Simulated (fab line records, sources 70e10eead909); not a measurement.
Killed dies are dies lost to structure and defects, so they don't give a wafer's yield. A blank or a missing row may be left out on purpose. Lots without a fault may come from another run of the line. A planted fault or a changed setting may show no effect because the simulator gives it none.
fab line records | flow nand_harc
record lots=6 wafers=18 last_day=33
route steps=1302 shown A_STAIRCASE@864 END@1302
lots that met no fault: from a run of the same line without faults
start_h: hours from the record's first day to the start of the lot's first wafer shown | wait_h: hours since the lot's step before | " the same as in the row above | L1.1+2: a row that stands for several wafers | - no value, or no start given | * or withheld: withheld | < > ~ a bound
route shown NAME@n: a module of which the file shows steps, and the number in the route of the first | usual: mean/standard deviation of fault-free wafers | same: alike in all rows | chamber/n: place in a boat | sites: the reading at each site | _std_site: their standard deviation | _edge_site: outer sites' mean less inner sites' | radius_mm: how far each site lies from the wafer's centre | mask NAME#n: copy n | behind: the tool/chamber that last shaped the wafer | hold: why the lot was held/for how many hours/how that ended | device: the transistor (n, p or np) that didn't switch | end of line: the same wafers' tests at the end of the route | a step without rows: its recipe alone | killed: dies lost to structure and defects at the first sort, not the wafer's yield | map: a wafer's dies, x killed, . not, _ none there
set.NAME: the setting as run; set.NAME@STEP: as run at that earlier step | model.NAME: the simulator's own value behind a step, which no gauge read
lots at some steps of the route; a table a step, a row a wafer
services: from which hour (start_h, from the record's first day; less than 0 if before it) a tool's chamber was out of use, for how many hours, and why
## steps
# step NHARC_A_STAIRCASE_EXPOSE_438
# recipe na=0.5 dose_mj=28.97 mask_id=STAIR_REV
# step NHARC_A_STAIRCASE_PEB_439
# recipe peb_temp_c=115 peb_time_s=130
# step NHARC_A_STAIRCASE_DEVELOP_440
# recipe time_s=140
# step NHARC_A_STAIRCASE_HARDBAKE_442
# recipe temp_c=120 time_s=140
# step NHARC_A_STAIRCASE_DESCUM_443
# recipe time_s=3 o2_flow_sccm=200 ar_flow_sccm=0 bias_power_w=0 chemistry=O2
# usual drypump_motor_current_A=5.53/0.29 oes_product_au=0.998/0.013 rf_vpp_V=57.9/0.93 showerhead_plenum_p_Torr=1.95/0.091 throttle_valve_pct=11.312/0.0092
# columns lot.wafer tool chamber start_h wait_h drypump_motor_current_A oes_product_au rf_hours_counter_h rf_vpp_V showerhead_plenum_p_Torr throttle_valve_pct
L924.4 rie_diel-03 2 469.60 - 5.37 1.010 1 58.5 1.94 11.318
L924.6 " 1 " " 5.84 0.993 - 58.2 2.05 11.323
L924.5 " 2 " " 5.40 1.006 - 57.6 1.94 11.309
L926.1 rie_diel-02 2 484.53 - 5.85 0.996 24 56.7 1.98 11.317
L926.4 " 3 " " 5.24 1.005 26 56.3 1.92 11.313
L926.6 " 1 " " 5.61 0.995 - 58.2 2.07 11.319
L935.1 rie_diel-02 2 613.02 - 5.85 1.006 9 57.9 1.96 11.309
L935.4 " 3 " " 5.25 0.984 10 58.2 1.91 11.310
L935.5 " 0 " " 5.77 0.969 - 58.7 2.07 11.302
L936.4 rie_diel-02 2 623.11 - 5.85 1.016 13 57.9 1.96 11.315
L936.6 " 0 " " 5.77 0.973 - 57.8 2.07 11.300
L936.5 " 1 " " 5.57 1.012 - 59.7 2.05 11.311
L941.1 rie_diel-06 0 644.12 - 5.00 0.992 49 59.0 2.02 11.309
L941.6 " 2 " " 5.41 1.009 - 56.5 1.82 11.313
L941.5 " 3 " " 5.96 0.999 - 57.0 1.92 11.308
L942.4 rie_diel-06 3 653.19 - 5.93 0.988 48 57.1 1.92 11.312
L942.3 " 0 " " 5.00 0.976 56 58.7 2.02 11.301
L942.6 " 1 " " 5.25 1.003 - 57.5 1.87 11.321
# step NHARC_A_STAIRCASE_ETCH_444
# recipe target_depth_a=2.04e+05 time_s=6800 c4f8_flow_sccm=20 o2_flow_sccm=10 ar_flow_sccm=withheld rf_w=600 bias_w=1000 chemistry=C4F8/O2
# usual bias_w=999.7/2.9 oes_product_au=0.933/0.02 rf_vpp_V=809/5.1
# columns lot.wafer tool chamber start_h wait_h bias_w oes_product_au rf_hours_counter_h rf_vpp_V
L924.4 rie_diel-03 3 471.12 1.5 1001.2 0.944 2 805
L924.6 " 0 " " 1001.4 0.926 - 816
L924.5 " 1 " " 997.4 0.936 - 815
L926.4 rie_diel-02 0 484.61 0.1 999.2 0.927 28 799
L926.1 " 1 " " 998.8 0.925 26 815
L926.6 " 1 486.99 2.4 999.4 0.922 - 817
L935.1 rie_diel-02 0 613.56 0.5 1003.4 0.908 13 815
L935.4 " 1 " " 1005.1 0.959 12 814
L935.5 " 3 " " 999.3 0.944 - 807
L936.4 rie_diel-02 3 624.61 1.5 994.0 0.965 17 805
L936.6 " 0 " " 998.5 0.933 - 816
L936.5 " 1 " " 1002.3 0.966 - 814
L941.1 rie_diel-06 2 645.23 1.1 1002.9 0.930 46 803
L941.5 " 0 " " 1001.6 0.914 - 813
L941.6 " 1 " " 996.2 0.929 - 806
L942.3 rie_diel-06 2 653.73 0.5 997.9 0.928 53 800
L942.4 " 3 " " 1000.2 0.917 49 806
L942.6 " 1 " " 997.7 0.913 - 802
# step NHARC_A_STAIRCASE_STRIP_446
# recipe power_w=1500 temp_c=250 chemistry=O2
# usual drypump_motor_current_A=5.2/0.49 heater_power_w=312/21 rf_refl_power_W=20/8.2
# columns lot.wafer tool chamber start_h wait_h drypump_motor_current_A heater_power_w rf_hours_counter_h rf_refl_power_W
L924.4 plasma_asher-02 0 474.23 0.2 4.8 334 - 12
L924.5 " 1 " " 5.1 300 - 18
L924.6 " 0 " " 4.7 340 - 13
L926.1 plasma_asher-01 0 489.06 0.1 5.1 289 28 -
L926.4 " 0 " " 5.0 295 - -
L926.6 " 0 " " 5.1 293 - -
L935.1 plasma_asher-01 1 617.45 0.0 6.1 305 20 -
L935.4 " 0 " " 5.0 308 - -
L935.5 " 1 " " 6.1 305 - -
L936.4 plasma_asher-02 0 627.68 0.1 4.7 341 - 13
L936.6 " 0 " " 4.7 337 - 13
L936.5 " 1 " " 5.1 311 - 18
L941.1 plasma_asher-02 0 648.68 0.0 4.7 349 6 -
L941.5 " 0 " " 4.8 344 - -
L941.6 " 1 " " 5.1 307 - -
L942.3 plasma_asher-02 1 657.74 0.1 5.1 304 - 18
L942.4 " 0 " " 4.7 348 - 12
L942.6 " 1 " " 5.1 311 - 18
# step NHARC_A_STAIRCASE_STRIP_447
# recipe time_s=900 temp_c=130 chemistry=SPM
# step NHARC_A_STAIRCASE_PRECLEAN_448
# recipe time_s=* temp_c=50 bath_age_min=0 chemistry=SC1
# step NHARC_A_STAIRCASE_SRD_449
# step NHARC_A_STAIRCASE_CMP_450
# recipe target_thk_nm=200 material=SiO2
# usual edge_zone_pressure_frac=1.000/0.005 motor_current_A=12.2/1.4 pad_life_wafers=181/110
# columns lot.wafer tool chamber start_h wait_h edge_zone_pressure_frac motor_current_A pad_life_wafers
L924.4 cmp-02 3 474.91 - 0.999 12.0 140
L924.6 " 1 " " 1.007 13.3 -
L924.5 " 2 " " 1.004 11.0 -
L926.1 cmp-04 0 489.81 - 0.996 9.8 324
L926.4 " 2 " " 0.997 12.8 326
L926.6 " 0 " " 1.001 10.3 -
L935.4 cmp-04 3 618.28 - - - -
L935.1 " 0 " " - - -
L935.5 " 1 " " - - -
L936.4 cmp-01 0 628.38 - - - -
L936.5 " 0 " " - - -
L936.6 " 1 " " - - -
L941.1 cmp-01 0 649.52 - 0.996 12.2 279
L941.6 " 1 " " 1.003 11.5 -
L941.5 " 2 " " 1.008 12.0 -
L942.3 cmp-04 0 658.46 - 1.003 9.8 211
L942.4 " 1 " " 0.997 13.6 212
L942.6 " 0 " " 1.010 10.8 -
# step NHARC_A_STAIRCASE_CMP_152
# usual edge_zone_pressure_frac=1.000/0.0046 motor_current_A=12.2/1.3 pad_life_wafers=187/110
# columns lot.wafer tool chamber start_h wait_h edge_zone_pressure_frac motor_current_A pad_life_wafers
L924.4 cmp-02 3 474.98 0.1 0.990 11.4 146
L924.6 " 1 " " 0.994 13.5 -
L924.5 " 2 " " 1.001 11.0 -
L926.1 cmp-04 0 489.88 0.1 0.996 10.1 330
L926.4 " 2 " " 0.998 13.3 332
L926.6 " 0 " " 0.998 10.4 -
L935.4 cmp-04 3 618.35 0.1 1.001 14.0 32
L935.1 " 0 " " 1.007 10.5 33
L935.5 " 1 " " 1.006 12.7 -
L936.4 cmp-01 0 628.46 0.1 0.999 12.1 162
L936.5 " 0 " " 0.999 11.7 -
L936.6 " 1 " " 1.000 10.9 -
L941.1 cmp-01 0 649.59 0.1 1.005 11.5 285
L941.6 " 1 " " 0.995 11.4 -
L941.5 " 2 " " 1.002 11.4 -
L942.3 cmp-04 0 658.53 0.1 1.004 10.1 217
L942.4 " 1 " " 1.005 12.7 218
L942.6 " 0 " " 0.998 10.6 -
# step NHARC_END_SORT_01
# recipe temp_c=25
# usual killed_at_array=61/24 killed_at_other=1.2/1.3 killed_at_periphery=3.7/2.6 killed_dies=66/23 killed_open=3.3/1.8 killed_short=2.4/1.6
# same gross_dies=677
# columns lot.wafer tool chamber start_h wait_h killed_at_array killed_at_other killed_at_periphery killed_dies killed_open killed_short
L935.1 prober-02 0 749.99 2.5 675 0 2 677 2 2
L935.4 prober-02 0 752.45 3.4 674 1 2 677 3 4
L935.5 prober-02 0 753.26 3.8 671 1 5 677 2 2
L936.4 prober-01 0 763.88 3.4 670 1 6 677 5 0
L936.5 prober-01 0 764.68 3.7 669 3 5 677 4 4
L936.6 prober-01 0 765.48 4.0 674 0 3 677 0 0
# killed by level:class
L935.1 A_STAIRCASE:area_cmp=608 A_CHANNEL_HOLE_D2:chamber_film_flake=29 A_CHANNEL_HOLE_D1:chamber_film_flake=26 A_STAIRCASE:chamber_film_flake=3 P_M2:chamber_film_flake=2 A_SLIT:chamber_film_flake=2 A_CONTACT:chamber_film_flake=2 A_ONON_D2:geometric_particle:open=1
L935.4 A_STAIRCASE:area_cmp=601 A_CHANNEL_HOLE_D1:chamber_film_flake=34 A_CHANNEL_HOLE_D2:chamber_film_flake=25 A_CONTACT:chamber_film_flake=4 A_STAIRCASE:chamber_film_flake=2 P_GATE:geometric_particle:open=1 A_ONON_D2:geometric_particle:short=1 A_ONON_D2:geometric_particle:open=1
L935.5 A_STAIRCASE:area_cmp=601 A_CHANNEL_HOLE_D2:chamber_film_flake=35 A_CHANNEL_HOLE_D1:chamber_film_flake=27 A_CONTACT:chamber_film_flake=2 P_M2:chamber_film_flake=2 P_CONTACT:geometric_particle:short=1 A_DECK1_JOINT:geometric_particle:open=1 A_SGD_CUT:geometric_particle:short=1
L936.4 A_STAIRCASE:area_cmp=611 A_SLIT:chamber_film_flake=35 A_CHANNEL_HOLE_D1:chamber_film_flake=16 A_DECK1_JOINT:chamber_film_flake=3 P_GATE:geometric_particle:open=2 P_M2:chamber_film_flake=2 A_CONTACT:chamber_film_flake=2 P_M1:geometric_particle:open=1
L936.5 A_STAIRCASE:area_cmp=610 A_SLIT:chamber_film_flake=36 A_CHANNEL_HOLE_D1:chamber_film_flake=12 P_M2:chamber_film_flake=3 A_CONTACT:chamber_film_flake=3 THIN_TSV:chamber_film_flake=3 A_M0:geometric_particle:short=2 P_STI:geometric_particle:short=1
L936.6 A_STAIRCASE:area_cmp=636 A_SLIT:chamber_film_flake=30 A_CHANNEL_HOLE_D1:chamber_film_flake=6 P_M2:chamber_film_flake=2 P_STI:chamber_film_flake=1 A_STAIRCASE:chamber_film_flake=1 A_CONTACT:chamber_film_flake=1
# map L935.1 (x killed, . not)
____________x____________
_________xxxxxxx_________
_______xxxxxxxxxxx_______
______xxxxxxxxxxxxx______
_____xxxxxxxxxxxxxxx_____
____xxxxxxxxxxxxxxxxx____
____xxxxxxxxxxxxxxxxx____
___xxxxxxxxxxxxxxxxxxx___
___xxxxxxxxxxxxxxxxxxx___
__xxxxxxxxxxxxxxxxxxxxx__
__xxxxxxxxxxxxxxxxxxxxx__
_xxxxxxxxxxxxxxxxxxxxxxx_
_xxxxxxxxxxxxxxxxxxxxxxx_
_xxxxxxxxxxxxxxxxxxxxxxx_
_xxxxxxxxxxxxxxxxxxxxxxx_
_xxxxxxxxxxxxxxxxxxxxxxx_
xxxxxxxxxxxxxxxxxxxxxxxxx
xxxxxxxxxxxxxxxxxxxxxxxxx
xxxxxxxxxxxxxxxxxxxxxxxxx
xxxxxxxxxxxxxxxxxxxxxxxxx
xxxxxxxxxxxxxxxxxxxxxxxxx
_xxxxxxxxxxxxxxxxxxxxxxx_
_xxxxxxxxxxxxxxxxxxxxxxx_
_xxxxxxxxxxxxxxxxxxxxxxx_
_xxxxxxxxxxxxxxxxxxxxxxx_
_xxxxxxxxxxxxxxxxxxxxxxx_
__xxxxxxxxxxxxxxxxxxxxx__
__xxxxxxxxxxxxxxxxxxxxx__
___xxxxxxxxxxxxxxxxxxx___
___xxxxxxxxxxxxxxxxxxx___
____xxxxxxxxxxxxxxxxx____
____xxxxxxxxxxxxxxxxx____
_____xxxxxxxxxxxxxxx_____
______xxxxxxxxxxxxx______
_______xxxxxxxxxxx_______
_________xxxxxxx_________
____________x____________
# map L936.4 (x killed, . not)
____________x____________
_________xxxxxxx_________
_______xxxxxxxxxxx_______
______xxxxxxxxxxxxx______
_____xxxxxxxxxxxxxxx_____
____xxxxxxxxxxxxxxxxx____
____xxxxxxxxxxxxxxxxx____
___xxxxxxxxxxxxxxxxxxx___
___xxxxxxxxxxxxxxxxxxx___
__xxxxxxxxxxxxxxxxxxxxx__
__xxxxxxxxxxxxxxxxxxxxx__
_xxxxxxxxxxxxxxxxxxxxxxx_
_xxxxxxxxxxxxxxxxxxxxxxx_
_xxxxxxxxxxxxxxxxxxxxxxx_
_xxxxxxxxxxxxxxxxxxxxxxx_
_xxxxxxxxxxxxxxxxxxxxxxx_
xxxxxxxxxxxxxxxxxxxxxxxxx
xxxxxxxxxxxxxxxxxxxxxxxxx
xxxxxxxxxxxxxxxxxxxxxxxxx
xxxxxxxxxxxxxxxxxxxxxxxxx
xxxxxxxxxxxxxxxxxxxxxxxxx
_xxxxxxxxxxxxxxxxxxxxxxx_
_xxxxxxxxxxxxxxxxxxxxxxx_
_xxxxxxxxxxxxxxxxxxxxxxx_
_xxxxxxxxxxxxxxxxxxxxxxx_
_xxxxxxxxxxxxxxxxxxxxxxx_
__xxxxxxxxxxxxxxxxxxxxx__
__xxxxxxxxxxxxxxxxxxxxx__
___xxxxxxxxxxxxxxxxxxx___
___xxxxxxxxxxxxxxxxxxx___
____xxxxxxxxxxxxxxxxx____
____xxxxxxxxxxxxxxxxx____
_____xxxxxxxxxxxxxxx_____
______xxxxxxxxxxxxx______
_______xxxxxxxxxxx_______
_________xxxxxxx_________
____________x____________
## services
# columns tool chamber start_h hours kind
cmp-04 - 447.82 0.7 repair
rie_diel-03 - 458.46 9.0 pm
cmp-01 - 479.50 4.0 pm
rie_diel-03 0 481.98 13.0 repair
cmp-02 - 482.28 1.7 repair
rie_diel-06 - 484.39 9.0 pm
plasma_asher-02 - 495.89 0.5 repair
cmp-04 - 505.45 4.0 pm
cmp-02 - 510.04 1.9 repair
cmp-04 - 515.74 2.9 repair
rie_diel-03 3 517.78 17.8 repair
rie_diel-06 3 518.22 11.4 repair
plasma_asher-01 - 520.17 9.0 pm
cmp-01 - 526.01 2.2 repair
cmp-02 - 537.81 4.0 pm
cmp-04 - 539.49 1.9 repair
cmp-01 - 556.03 4.0 repair
cmp-02 - 563.69 1.4 repair
rie_diel-02 - 570.78 9.0 pm
cmp-01 - 577.50 4.0 pm
cmp-02 - 593.19 2.6 repair
plasma_asher-02 - 603.00 9.0 pm
cmp-04 - 603.45 4.0 pm
cmp-01 - 605.44 0.9 repair
## key
first_sign step=NHARC_A_STAIRCASE_CMP_450 reading=tool_record direction=missing
effect step=NHARC_END_SORT_01 reading=killed_dies direction=up sigmas=27 usual=66 struck=677
more_kills_born_at NHARC_A_STAIRCASE_CMP_450@cmp-01=1857 NHARC_A_STAIRCASE_CMP_450@cmp-04=1810
met_at NHARC_A_STAIRCASE_CMP_450
struck_wafers L935.1,L935.4,L935.5,L936.4,L936.5,L936.6
later_rows_left_out L935.1,L935.4,L935.5,L936.4,L936.5,L936.6
tester_left_out L935,L936
onset_between 489.81 618.28
fault kind=skipped_step_whole tool=cmp-01,cmp-04 chamber=- onset_h=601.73 steps=NHARC_A_STAIRCASE_CMP_450 scope=struck_lots_only
# tester_left_out: of these lots the tester's yield and bins aren't shown, on N5 and GAA mostly nor the transistor test; their killed dies are dies lost to structure and defects alone, not to doping, threshold or leakage, so they don't give the yield
# later_rows_left_out: the simulator's readings of these wafers behind a module that went badly wrong aren't trusted and aren't shown, but for the sort
